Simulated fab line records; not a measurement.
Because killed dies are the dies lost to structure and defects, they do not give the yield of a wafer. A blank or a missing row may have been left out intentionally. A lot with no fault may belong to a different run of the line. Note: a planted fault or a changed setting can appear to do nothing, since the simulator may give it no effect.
fab line records	flow n5_finfet	part 1 of 2: steps 1 to 4 of 6
[record] lots = 23	wafers = 69	last_day = 17
route steps=1938 shown MOL_CONTACT_COAG@587 BEOL_M0_SAQP@678 BEOL_M0@716
lots untouched by any fault: they come from a run of this same line in which no faults occurred
start_h: hours from the record's first day to the start of the lot's first wafer shown	wait_h: how many hours have passed since the lot's step before this one	" as in the row above	L1.1+2: a single row standing in for several wafers	- no value present, or no start provided	* or withheld: withheld	< > ~ a bound
route shown NAME@n: names a module that has steps shown in the file, with the first one's number in the route	usual: the fault-free wafers' mean and standard deviation	same: alike in all rows	chamber/n: place in a boat	sites: each site's reading	_std_site: the standard deviation of these	_edge_site: mean of outer sites minus mean of inner sites	radius_mm: for every site, how far away it sits from the centre of the wafer	mask NAME#n: copy n	behind: tool/chamber where the wafer was last shaped	hold: cause of the lot's hold/its duration in hours/its outcome	device: which transistor (n, p or np) failed to switch	end of line: the tests these same wafers got at the end of their route	step lacking rows: just its recipe	killed: count of dies lost to structure and defects at first sort (not the wafer's yield)	map: dies across one wafer; x = killed, . = not, _ = none there
set.NAME: the setting that was run; set.NAME@STEP: the one run at that earlier step	model.NAME: the simulator's own value behind a step, which no gauge read
the route's steps for a sample of lots (tables are steps, rows are wafers)
services: the hour from which a tool's chamber was out of use, counted from the record's first day as start_h (under 0 if before that day), plus the number of hours and why
[[steps]]
[step N5_MOL_CONTACT_COAG_STRIP_96]
[recipe] chemistry = N2/H2	power_w = 500	temp_c = 40	pressure_mtorr = 50	rf_frequency_hz = 6e+07	overash_fraction = 0.3	bias_power_w = 28	h2_frac = 0.5	n2_flow_sccm = 300	h2_flow_sccm = 300
[usual] drypump_motor_current_A = 5.7/0.54	oes_product_au = 0.82/0.086	rf_vpp_V = 121.7/1.2	showerhead_plenum_p_Torr = 3.34/0.079	throttle_valve_pct = 19.2/0.55
lot.wafer	tool	chamber	start_h	wait_h	drypump_motor_current_A	oes_product_au	rf_hours_counter_h	rf_vpp_V	showerhead_plenum_p_Torr	throttle_valve_pct
L074.2	rie_diel-04	2	103.59	0.0	5.3	0.68	252	122.4	3.34	19.4
L074.3	"	0	"	"	6.0	0.81	97	122.5	3.28	19.3
L074.4	"	1	"	"	5.4	0.91	-	122.5	3.45	18.7
L075.4	rie_diel-05	0	104.41	0.0	5.1	0.91	-	121.5	3.28	18.8
L075.5	"	1	"	"	5.8	0.92	-	122.2	3.25	18.6
L075.6	"	2	"	"	6.7	0.73	-	122.1	3.38	20.1
L076.2	rie_diel-04	0	111.78	0.0	6.0	0.80	102	120.9	3.28	19.3
L076.3	"	3	"	"	6.0	1.00	2	120.7	3.28	18.3
L076.6	"	1	"	"	5.4	0.90	-	122.3	3.44	18.8
L077.3	rie_diel-01	0	115.37	0.0	6.3	0.80	118	123.4	3.42	19.0
L077.5	"	0	"	"	6.3	0.78	-	122.1	3.41	19.1
L077.6	"	1	"	"	5.8	0.70	-	119.1	3.34	20.0
L078.2	rie_diel-04	3	124.44	0.0	6.0	0.99	6	121.6	3.28	18.3
L078.3	"	1	"	"	5.4	0.90	34	121.2	3.44	18.8
L078.4	"	2	"	"	5.4	0.98	2	121.0	3.33	18.9
L079.1	rie_diel-01	2	132.70	0.0	5.3	0.78	119	121.0	3.52	19.2
L079.2	"	1	"	"	5.8	0.70	208	121.6	3.34	20.0
L079.6	"	2	"	"	5.3	0.78	-	122.8	3.51	19.2
L080.1	rie_diel-01	3	133.02	0.0	6.0	0.82	81	124.1	3.39	18.9
L080.3	"	1	"	"	5.8	0.70	208	121.1	3.34	20.0
L080.4	"	0	"	"	6.3	0.78	124	121.7	3.41	19.1
L081.1	rie_diel-01	0	142.25	0.0	6.4	0.77	127	120.1	3.41	19.1
L081.3	"	2	"	"	5.3	0.77	123	123.9	3.51	19.2
L081.6	"	2	"	"	5.3	0.78	-	122.5	3.51	19.2
L082.1	rie_diel-05	1	146.39	0.0	5.8	0.89	40	121.9	3.24	18.6
L082.3	"	2	"	"	6.7	0.72	172	120.1	3.37	20.1
L082.4	"	0	"	"	5.1	0.88	52	120.5	3.27	18.9
L083.1	rie_diel-04	3	150.36	0.0	6.0	0.96	14	120.4	3.28	18.4
L083.4	"	1	"	"	5.4	0.88	42	122.0	3.44	18.8
L083.5	"	1	"	"	5.4	0.90	-	123.4	3.44	18.8
L084.2	rie_diel-05	2	157.04	0.0	6.7	0.72	175	122.7	3.37	20.1
L084.3	"	1	"	"	5.8	0.88	43	119.2	3.24	18.6
L084.6	"	2	"	"	6.7	0.72	-	123.9	3.37	20.1
L085.2	rie_diel-01	1	166.56	0.0	5.8	0.69	220	123.1	3.33	20.1
L085.4	"	0	"	"	6.3	0.78	136	120.7	3.40	19.1
L085.5	"	1	"	"	5.8	0.69	-	120.3	3.33	20.1
L087.3	rie_diel-01	1	176.45	0.0	5.8	0.70	223	123.1	3.33	20.1
L087.5	"	1	"	"	5.8	0.69	-	121.0	3.33	20.1
L087.6	"	2	"	"	5.3	0.76	-	123.0	3.51	19.2
L088.1	rie_diel-05	3	184.72	0.0	5.0	0.95	26	121.9	3.29	18.9
L088.5	"	2	"	"	6.7	0.74	-	121.3	3.36	20.1
L088.6	"	1	"	"	5.8	0.87	-	121.6	3.23	18.6
L089.1	rie_diel-01	1	190.77	0.0	5.8	0.69	227	121.3	3.33	20.1
L089.2	"	3	"	"	6.0	0.80	101	120.1	3.38	18.9
L089.3	"	2	"	"	5.3	0.76	139	122.5	3.50	19.2
L090.1	rie_diel-04	0	194.39	0.0	5.9	0.78	129	122.9	3.27	19.4
L090.3	"	1	"	"	5.5	0.88	58	121.4	3.43	18.8
L090.5	"	1	"	"	5.4	0.86	-	125.6	3.43	18.8
L091.2	rie_diel-05	3	197.58	0.0	5.0	0.93	30	120.7	3.28	18.9
L091.5	"	2	"	"	6.7	0.72	-	120.3	3.36	20.2
L091.6	"	1	"	"	5.8	0.86	-	122.7	3.23	18.6
L092.1	rie_diel-05	1	204.91	0.0	5.8	0.85	61	123.3	3.23	18.6
L092.2	"	3	"	"	5.0	0.92	32	121.9	3.28	18.9
L092.4	"	0	"	"	5.1	0.85	72	120.5	3.26	18.9
L093.2	rie_diel-04	1	210.73	0.0	5.4	0.84	64	118.9	3.42	18.8
L093.3	"	3	"	"	6.0	0.91	34	121.5	3.27	18.4
L093.4	"	0	"	"	5.9	0.78	136	122.9	3.26	19.4
L094.3	rie_diel-05	0	222.07	0.0	5.1	0.84	78	121.2	3.26	18.9
L094.4	"	2	"	"	6.7	0.72	199	120.5	3.36	20.1
L094.6	"	0	"	"	5.1	0.86	-	121.9	3.26	18.9
L095.2	rie_diel-05	1	222.70	0.0	5.8	0.83	68	121.1	3.23	18.6
L095.5	"	2	"	"	6.7	0.72	-	120.2	3.36	20.2
L095.6	"	3	"	"	5.0	0.93	-	121.5	3.28	18.9
L096.4	rie_diel-05	0	231.69	0.0	5.1	0.85	-	120.6	3.26	18.9
L096.5	"	3	"	"	5.0	0.92	-	122.6	3.28	18.9
L096.6	"	2	"	"	6.7	0.71	-	120.0	3.36	20.2
L097.2	rie_diel-05	1	239.78	0.0	5.8	0.83	72	120.9	3.22	18.7
L097.4	"	0	"	"	5.1	0.85	84	122.1	3.26	18.9
L097.6	"	0	"	"	5.1	0.84	-	123.6	3.25	18.9
[step N5_MOL_CONTACT_COAG_OVL_MEAS_41]
[recipe] points_per_wafer = 522
[usual] VD_OVL = 0.1/0.62
lot.wafer	tool	chamber	start_h	wait_h	VD_OVL[nm]
L074.2	overlay-01	0	104.26	0.0	-0.1
L074.3	"	0	"	"	0.4
L074.4	"	0	"	"	-0.3
L075.4	overlay-01	0	105.15	0.0	0.8
L075.5	"	0	"	"	-0.3
L075.6	"	0	"	"	0.5
L076.2	overlay-02	0	112.53	0.0	-0.3
L076.3	"	0	"	"	-0.3
L076.6	"	0	"	"	-0.7
L077.3	overlay-01	0	116.00	0.0	0.2
L077.5	"	0	"	"	0.4
L077.6	"	0	"	"	0.4
L078.2	overlay-02	0	125.07	0.0	-0.6
L078.3	"	0	"	"	0.1
L078.4	"	0	"	"	-0.4
L079.1	overlay-01	0	133.44	0.0	-0.3
L079.2	"	0	"	"	0.1
L079.6	"	0	"	"	0.9
L080.1	overlay-01	0	133.77	0.0	0.2
L080.3	"	0	"	"	0.5
L080.4	"	0	"	"	0.7
L081.1	overlay-02	0	142.99	0.0	0.5
L081.3	"	0	"	"	0.5
L081.6	"	0	"	"	-1.2
L082.1	overlay-02	0	147.13	0.0	-0.3
L082.3	"	0	"	"	-1.2
L082.4	"	0	"	"	0.3
L083.1	overlay-01	0	151.51	0.0	1.0
L083.4	"	0	"	"	-0.4
L083.5	"	0	"	"	0.9
L084.2	overlay-01	0	157.67	0.0	1.4
L084.3	"	0	"	"	0.6
L084.6	"	0	"	"	1.8
L085.2	overlay-02	0	167.30	0.0	0.2
L085.4	"	0	"	"	-0.4
L085.5	"	0	"	"	0.6
L087.3	overlay-02	0	177.08	0.0	0.8
L087.5	"	0	"	"	0.4
L087.6	"	0	"	"	1.1
L088.1	overlay-01	0	185.35	0.0	-0.6
L088.5	"	0	"	"	-0.1
L088.6	"	0	"	"	0.5
L089.1	overlay-02	0	191.51	0.0	-0.6
L089.2	"	0	"	"	-0.4
L089.3	"	0	"	"	0.5
L090.1	overlay-01	0	195.14	0.0	0.5
L090.3	"	0	"	"	0.4
L090.5	"	0	"	"	0.5
L091.2	overlay-02	0	198.32	0.0	-0.2
L091.5	"	0	"	"	0.1
L091.6	"	0	"	"	-0.5
L092.1	overlay-02	0	205.65	0.0	0.4
L092.2	"	0	"	"	0.1
L092.4	"	0	"	"	0.4
L093.2	overlay-01	0	211.47	0.0	0.3
L093.3	"	0	"	"	0.5
L093.4	"	0	"	"	0.6
L094.3	overlay-01	0	222.72	0.0	-0.3
L094.4	"	0	"	"	0.0
L094.6	"	0	"	"	-0.4
L095.2	overlay-01	0	223.33	0.0	-0.6
L095.5	"	0	"	"	-0.4
L095.6	"	0	"	"	-0.2
L096.4	overlay-01	0	232.30	0.0	0.6
L096.5	"	0	"	"	0.3
L096.6	"	0	"	"	0.9
L097.2	overlay-02	0	240.53	0.0	0.9
L097.4	"	0	"	"	0.4
L097.6	"	0	"	"	0.2
[step N5_BEOL_M0_SAQP_MANDREL2_REMOVE_110]
[recipe] chemistry = HBr/Cl2/O2	bt_time_s = 10	target = a-Si	stop_on = SiCN	endpoint = OES-SiCl	over_etch_frac = 1	icp_w = 600	bias_w = 30	HBr_flow_sccm = 150	Cl2_flow_sccm = 80	O2_flow_sccm = 5	pressure_mtorr = 10
[usual] bias_w = 30.01/0.09	drypump_motor_current_A = 5.7/0.42	oes_o_777_au = 1.01/0.067	oes_product_au = 1.001/0.02	throttle_valve_pct = 36.8/0.44
lot.wafer	tool	chamber	start_h	wait_h	bias_w	drypump_motor_current_A	oes_o_777_au	oes_product_au	rf_hours_counter_h	throttle_valve_pct
L074.2	rie_si-02	0	115.35	0.1	30.03	6.1	1.00	1.023	192	37.2
L074.3	"	2	"	"	30.08	6.3	1.00	0.974	35	37.3
L074.4	"	1	"	"	30.17	5.2	1.04	0.979	86	36.9
L075.4	rie_si-06	0	118.53	0.1	30.07	6.2	0.92	1.003	142	36.9
L075.5	"	1	"	"	29.94	6.1	1.12	0.988	-	37.4
L075.6	"	0	"	"	29.97	6.2	0.93	0.994	-	36.9
L076.2	rie_si-02	0	123.36	0.1	30.04	6.1	1.00	1.028	192	37.2
L076.3	"	2	"	"	30.06	6.3	0.99	0.984	35	37.3
L076.6	"	0	"	"	30.06	6.2	1.00	1.021	-	37.2
L077.3	rie_si-03	1	128.37	0.1	30.11	5.6	1.00	0.974	122	36.3
L077.5	"	3	"	"	30.04	5.7	0.97	1.017	-	37.3
L077.6	"	2	"	"	29.98	5.2	1.02	0.998	-	36.2
L078.2	rie_si-03	3	134.68	0.1	30.12	5.6	0.97	1.017	1	37.3
L078.3	"	0	"	"	29.98	6.0	1.05	1.032	186	36.9
L078.4	"	2	"	"	29.97	5.3	1.01	1.003	166	36.2
L079.1	rie_si-06	1	143.55	0.1	30.04	6.1	1.11	1.004	72	37.4
L079.2	"	3	"	"	30.00	4.9	1.03	1.036	86	37.2
L079.6	"	2	"	"	30.11	5.6	1.09	1.014	-	36.8
L080.1	rie_si-03	3	147.01	0.1	29.93	5.7	0.97	1.003	1	37.3
L080.3	"	2	"	"	30.15	5.2	1.03	0.993	166	36.2
L080.4	"	1	"	"	29.91	5.6	1.00	0.972	122	36.3
L081.1	rie_si-03	1	153.33	0.1	30.15	5.6	0.99	0.974	123	36.3
L081.3	"	0	"	"	29.98	6.0	1.05	1.022	186	36.9
L081.6	"	0	"	"	30.00	5.9	1.05	1.012	-	36.9
L082.1	rie_si-06	2	157.12	0.1	30.03	5.6	1.11	1.006	64	36.8
L082.3	"	0	"	"	29.95	6.2	0.93	1.012	143	36.9
L082.4	"	3	"	"	30.03	4.9	1.02	1.037	86	37.2
L083.1	rie_si-06	3	161.69	0.1	29.83	5.0	1.02	1.030	86	37.2
L083.4	"	1	"	"	29.95	6.1	1.11	0.996	73	37.4
L083.5	"	3	"	"	29.93	4.9	1.02	1.036	-	37.2
L084.2	rie_si-06	3	169.74	0.1	29.92	4.9	1.02	1.028	86	37.2
L084.3	"	1	"	"	30.02	6.1	1.11	0.998	73	37.4
L084.6	"	0	"	"	30.07	6.2	0.93	1.008	-	36.9
L085.2	rie_si-02	3	178.15	0.1	29.95	5.8	0.86	0.973	47	36.0
L085.4	"	1	"	"	29.95	5.2	1.04	0.979	-	36.9
L085.5	"	2	"	"	29.88	6.3	0.99	0.984	-	37.3
L087.3	rie_si-06	0	188.87	0.1	30.02	6.2	0.93	1.003	143	36.9
L087.5	"	0	"	"	30.05	6.2	0.92	0.992	-	36.9
L087.6	"	3	"	"	29.83	4.9	1.02	1.042	-	37.2
L088.1	rie_si-03	0	196.87	0.1	30.00	6.0	1.05	1.016	187	36.9
L088.5	"	2	"	"	29.87	5.2	1.03	0.996	-	36.2
L088.6	"	3	"	"	29.92	5.6	0.97	1.015	-	37.3
L089.1	rie_si-02	0	201.28	0.1	30.03	6.2	0.96	0.977	0	36.8
L089.2	"	1	"	"	30.15	5.2	1.04	0.973	87	36.9
L089.3	"	2	"	"	30.11	6.3	0.99	0.967	37	37.3
L090.1	rie_si-06	1	205.60	0.1	30.12	6.2	1.11	0.990	73	37.4
L090.3	"	0	"	"	29.87	6.1	0.92	0.994	144	36.9
L090.5	"	0	"	"	29.96	6.2	0.93	1.000	-	36.9
L091.2	rie_si-03	3	209.71	0.1	29.92	5.6	0.97	1.019	2	37.3
L091.5	"	3	"	"	29.99	5.6	0.97	1.019	-	37.3
L091.6	"	2	"	"	29.95	5.2	1.02	0.994	-	36.2
L092.1	rie_si-03	1	215.86	0.1	30.09	5.6	1.00	0.974	124	36.3
L092.2	"	3	"	"	30.15	5.6	0.97	1.008	2	37.3
L092.4	"	3	"	"	30.11	5.6	0.97	1.012	-	37.3
L093.2	rie_si-06	1	222.37	0.1	30.28	6.1	1.11	1.010	74	37.4
L093.3	"	2	"	"	29.98	5.6	1.10	1.010	65	36.8
L093.4	"	3	"	"	30.05	4.9	1.02	1.040	87	37.2
L094.3	rie_si-06	0	232.48	0.1	29.96	6.2	0.92	0.996	144	36.9
L094.4	"	1	"	"	30.07	6.1	1.12	0.998	74	37.4
L094.6	"	3	"	"	30.09	4.9	1.03	1.024	-	37.2
L095.2	rie_si-03	0	236.27	0.1	30.07	6.0	1.05	1.025	0	36.6
L095.5	"	1	"	"	29.91	5.6	1.00	0.966	-	36.3
L095.6	"	0	"	"	29.96	6.0	1.05	1.008	-	36.6
L096.4	rie_si-03	2	242.24	0.1	30.13	5.2	1.01	1.004	168	36.2
L096.5	"	0	"	"	30.00	6.0	1.06	1.012	-	36.7
L096.6	"	1	"	"	29.99	5.5	1.00	0.971	-	36.3
L097.2	rie_si-02	1	249.95	0.1	30.05	5.2	1.03	0.999	88	36.9
L097.4	"	2	"	"	30.02	6.3	1.00	0.980	38	37.3
L097.6	"	0	"	"	29.92	6.1	0.96	0.995	-	36.9
[step N5_BEOL_M0_HM_OPEN_105]
[recipe] chemistry = Cl2/BCl3	target_depth_a = 120	target = TiN	ion_energy_ev = 150	pressure_mtorr = 10	icp_w = 1000	bias_w = 126	Cl2_flow_sccm = 53.25	bcl3_flow_sccm = 21.75	Ar_flow_sccm = 25
[usual] bias_w = 126.0/0.35	drypump_motor_current_A = 5.91/0.26	oes_product_au = 0.77/0.078	throttle_valve_pct = 22.1/0.31
lot.wafer	tool	chamber	start_h	wait_h	bias_w	drypump_motor_current_A	oes_product_au	rf_hours_counter_h	throttle_valve_pct
L074.2	rie_metal-03	1	118.59	0.9	125.8	5.58	0.82	24	22.0
L074.3	"	1	"	"	126.0	5.57	0.82	-	22.0
L074.4	"	0	"	"	126.3	5.80	0.82	-	22.1
L075.4	rie_metal-01	1	123.22	2.1	125.8	6.02	0.79	-	21.9
L075.5	"	1	"	"	125.7	6.02	0.79	-	21.9
L075.6	"	0	"	"	125.8	6.32	0.87	-	22.1
L076.2	rie_metal-01	0	127.49	1.8	126.1	6.30	0.87	11	22.1
L076.3	"	1	"	"	126.5	6.04	0.79	-	21.9
L076.6	"	1	"	"	126.0	6.03	0.78	-	21.9
L077.3	rie_metal-03	0	133.15	1.7	126.0	5.79	0.81	-	22.1
L077.5	"	1	"	"	126.0	5.59	0.82	-	22.0
L077.6	"	0	"	"	125.8	5.76	0.80	-	22.1
L078.2	rie_metal-03	0	137.50	0.5	125.8	5.81	0.81	19	22.1
L078.3	"	0	"	"	126.2	5.79	0.81	-	22.1
L078.4	"	1	"	"	125.9	5.56	0.81	-	22.0
L079.1	rie_metal-01	0	147.24	1.5	126.1	6.30	0.87	12	22.1
L079.2	"	1	"	"	126.2	6.02	0.78	44	21.9
L079.6	"	1	"	"	125.9	6.00	0.79	-	21.9
L080.1	rie_metal-02	0	151.69	2.3	126.5	6.04	0.76	55	21.8
L080.3	"	1	"	"	125.5	5.65	0.60	-	22.8
L080.4	"	0	"	"	126.7	6.07	0.76	-	21.8
L081.1	rie_metal-02	0	156.25	0.3	125.7	6.07	0.77	56	21.8
L081.3	"	0	"	"	125.6	6.05	0.76	-	21.8
L081.6	"	1	"	"	125.8	5.67	0.60	-	22.8
L082.1	rie_metal-02	0	160.99	1.3	125.6	6.05	0.75	56	21.8
L082.3	"	0	"	"	125.8	6.01	0.77	-	21.8
L082.4	"	1	"	"	126.2	5.66	0.59	-	22.8
L083.1	rie_metal-03	1	164.15	0.2	126.4	5.58	0.80	28	22.0
L083.4	"	0	"	"	125.6	5.76	0.80	-	22.1
L083.5	"	0	"	"	125.8	5.78	0.80	-	22.1
L084.2	rie_metal-03	0	172.80	0.7	125.9	5.78	0.79	22	22.1
L084.3	"	1	"	"	126.4	5.58	0.81	-	22.0
L084.6	"	0	"	"	125.7	5.80	0.79	-	22.1
L085.2	rie_metal-02	0	182.56	2.0	125.8	6.04	0.75	59	21.8
L085.4	"	1	"	"	125.9	5.67	0.59	-	22.8
L085.5	"	0	"	"	125.8	6.04	0.75	-	21.8
L087.3	rie_metal-02	0	192.20	1.0	125.5	6.03	0.75	-	21.8
L087.5	"	1	"	"	125.8	5.65	0.59	-	22.8
L087.6	"	0	"	"	125.7	6.05	0.75	-	21.8
L088.1	rie_metal-01	1	199.85	0.3	126.4	5.99	0.77	49	21.9
L088.5	"	1	"	"	125.9	6.01	0.77	-	21.9
L088.6	"	0	"	"	125.9	6.31	0.85	-	22.1
L089.1	rie_metal-01	0	205.02	1.4	125.7	6.31	0.85	17	22.1
L089.2	"	1	"	"	125.3	6.04	0.76	49	21.9
L089.3	"	1	"	"	126.3	6.00	0.76	-	21.9
L090.1	rie_metal-02	1	210.65	2.8	126.1	5.65	0.59	116	22.8
L090.3	"	0	"	"	126.9	6.09	0.75	-	21.8
L090.5	"	1	"	"	126.2	5.65	0.59	-	22.8
L091.2	rie_metal-01	1	213.72	1.8	126.4	6.01	0.77	50	21.9
L091.5	"	0	"	"	125.6	6.32	0.83	-	22.1
L091.6	"	1	"	"	126.6	6.05	0.76	-	21.9
L092.1	rie_metal-01	1	220.57	2.1	125.4	6.01	0.76	50	21.9
L092.2	"	0	"	"	125.2	6.31	0.83	18	22.1
L092.4	"	1	"	"	125.4	6.04	0.76	-	21.9
L093.2	rie_metal-03	1	226.93	2.0	126.5	5.58	0.79	32	22.0
L093.3	"	1	"	"	126.2	5.57	0.80	-	22.0
L093.4	"	0	"	"	126.5	5.77	0.78	-	22.1
L094.3	rie_metal-02	1	237.91	1.8	125.6	5.65	0.59	-	22.8
L094.4	"	0	"	"	126.1	6.05	0.75	-	21.8
L094.6	"	1	"	"	126.1	5.66	0.59	-	22.8
L095.2	rie_metal-01	0	241.78	3.4	126.5	6.30	0.82	20	22.1
L095.5	"	0	"	"	126.4	6.30	0.82	-	22.1
L095.6	"	1	"	"	125.6	6.02	0.77	-	21.9
L096.4	rie_metal-01	0	245.07	0.4	126.3	6.31	0.84	-	22.1
L096.5	"	1	"	"	125.9	6.01	0.77	-	21.9
L096.6	"	0	"	"	126.0	6.31	0.82	-	22.1
L097.2	rie_metal-03	0	255.75	3.6	126.2	5.81	0.77	29	22.1
L097.4	"	0	"	"	125.6	5.79	0.77	-	22.1
L097.6	"	1	"	"	125.6	5.58	0.78	-	22.0
